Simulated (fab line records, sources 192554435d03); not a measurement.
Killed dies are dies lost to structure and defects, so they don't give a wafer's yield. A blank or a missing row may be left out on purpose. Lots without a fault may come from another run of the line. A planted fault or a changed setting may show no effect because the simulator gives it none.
Which tool did it? | flow n5_finfet | 11 lots, 33 wafers sampled, at 1 step of a route of 1938

WHAT THE GAUGES READ, wafer by wafer
N5_BEOL_M5_OCD_MEAS_38.
lot  | measured     | on     | trench_depth_nm (nm)
L487 | day 10 00:47 | ocd-01 | 72.9 72.0 71.5
L496 | day 14 13:50 | ocd-01 | 72.3 72.6 72.2
L497 | day 14 18:47 | ocd-01 | 71.9 71.2 72.8
L502 | day 15 19:13 | ocd-01 | 72.5 73.5 72.2
L500 | day 16 00:56 | ocd-02 | 70.8 71.6 69.9
L509 | day 16 12:26 | ocd-01 | 72.1 70.9 72.6
L503 | day 16 21:35 | ocd-01 | 71.8 72.0 69.7
L505 | day 17 14:24 | ocd-02 | 71.8 71.5 73.3
L501 | day 17 15:10 | ocd-01 | 71.3 70.9 70.8
L494 | day 18 00:40 | ocd-01 | 72.9 71.7 71.4
L508 | day 18 00:56 | ocd-02 | 72.6 71.9 72.9

WHICH TOOL RAN EACH LOT (tool, then ch and the chambers of the sampled wafers, then the start)
The record holds no process step before these readings.

THE ANSWER, worked out from the rows above alone
Rule: what is usual is taken from the lots themselves. Put in order of their means at a reading, lots are off if they are a third of the lots or fewer, leave a main group of 4 or more, and stand apart from it by a gap of 3 or more times the standard deviation of the main group's means; of several such gaps the widest counts. A main group whose means are all the same, to the digits that the tables above print for the reading, isn't used. A lot without any number at a reading at which 4 lots or more have one is off too. The other lots that the step has rows for count as sound.
No lot is off at any reading shown: from this, nothing can be told.

WHAT THE SIMULATOR HAD PUT IN
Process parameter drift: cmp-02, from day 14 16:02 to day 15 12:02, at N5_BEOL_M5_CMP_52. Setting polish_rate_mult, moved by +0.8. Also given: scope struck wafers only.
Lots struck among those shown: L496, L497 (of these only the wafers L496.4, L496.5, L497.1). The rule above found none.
